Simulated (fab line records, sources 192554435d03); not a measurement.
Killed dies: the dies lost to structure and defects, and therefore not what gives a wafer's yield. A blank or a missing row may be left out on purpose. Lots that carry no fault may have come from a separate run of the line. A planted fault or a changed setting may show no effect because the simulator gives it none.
Chamber matching	flow n5Finfet	rieDiel-01 running N5_BEOL_M4_STRIP_36: 4 sister chambers
The step strips in N2/H2. 4 wafers are shown with their chamber, then 11 later ones without.

== WAFERS WITH THEIR CHAMBER ==
wafer	chamber	drypumpMotorCurrentA (A)
L080.1	1	6.6
L085.4	2	5.9
L086.6	0	6.5
L092.1	3	6.1

== WAFERS WHOSE CHAMBER IS MISSING ==
wafer	drypumpMotorCurrentA (A)
L092.4	6.7
L092.5	5.9
L091.1	5.9
L091.2	6.1
L091.5	6.5
L094.2	6.5
L094.3	6.7
L094.5	6.7
L095.2	6.7
L095.4	6.1
L095.6	6.4

== EACH ONE'S CHAMBER ==
wafer	from the rows above	in truth
L092.4	can't be placed: 1 or 0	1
L092.5	2	2
L091.1	2	2
L091.2	3	3
L091.5	can't be placed: 0 or 1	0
L094.2	can't be placed: 0 or 1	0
L094.3	can't be placed: 1 or 0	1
L094.5	can't be placed: 1 or 0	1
L095.2	can't be placed: 1 or 0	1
L095.4	3	3
L095.6	can't be placed: 0 or 1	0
Correct placement for 4 of the 11. Unplaceable from these rows: 7, with the true chamber sitting among the candidates in 7. Placed wrongly: 0.
How it was worked out, from the rows above alone: a wafer's distance from a chamber is the root of the sum, over the readings, of the square of ((its reading less the chamber's mean) divided by the reading's scatter). The wafer belongs to the nearest chamber; if the next one is less than 2 further off, it can't be placed. For every chamber, the mean is computed from those of its wafers that are shown. The scatter: root of mean squared gap, hidden wafer to nearest shown wafer, with one shown wafer a chamber.
